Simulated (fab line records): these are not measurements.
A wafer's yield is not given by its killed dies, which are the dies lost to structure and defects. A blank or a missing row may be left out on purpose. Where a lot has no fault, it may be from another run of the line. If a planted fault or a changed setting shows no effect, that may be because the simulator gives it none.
Matching of chambers	flow n5_finfet	4 sister chambers for N5_PASSIVATION_DESCUM_32 on rie_diel-02
The step chemistry O2, time 7.9 s. 4 wafers are shown with their chamber, then 7 later ones without.

== EACH WAFER AND ITS CHAMBER ==
wafer	chamber	showerhead_plenum_p_Torr (Torr)
L885.3	3	2.07
L885.4	2	2.05
L887.2	0	2.17
L887.5	1	2.18

== WAFERS WHOSE CHAMBER IS MISSING ==
wafer	showerhead_plenum_p_Torr (Torr)
L887.6	2.17
L886.4	2.17
L886.5	2.18
L886.6	2.05
L900.1	2.16
L900.2	2.04
L900.3	2.17

== CHAMBER TAKEN BY EACH ==
wafer	from the rows above	in truth
L887.6	can't be placed: 0 or 1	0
L886.4	can't be placed: 0 or 1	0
L886.5	can't be placed: 1 or 0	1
L886.6	2	2
L900.1	can't be placed: 0 or 1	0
L900.2	2	2
L900.3	can't be placed: 0 or 1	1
Correctly placed: 2 of 7. These rows do not allow placing 5 (true chamber among the candidates in 5). Wrongly placed: 0.
How it was worked out, from the rows above alone: a wafer's distance from a chamber is the root of the sum, over the readings, of the square of ((its reading less the chamber's mean) divided by the reading's scatter). If the next closest chamber is less than 2 further off than the closest, the wafer can't be placed; otherwise it belongs to the closest. Each chamber's mean is taken over the wafers shown for it. The scatter (one wafer shown for each chamber): square how far every hidden wafer sits from the nearest shown wafer, average those squares and take the square root.
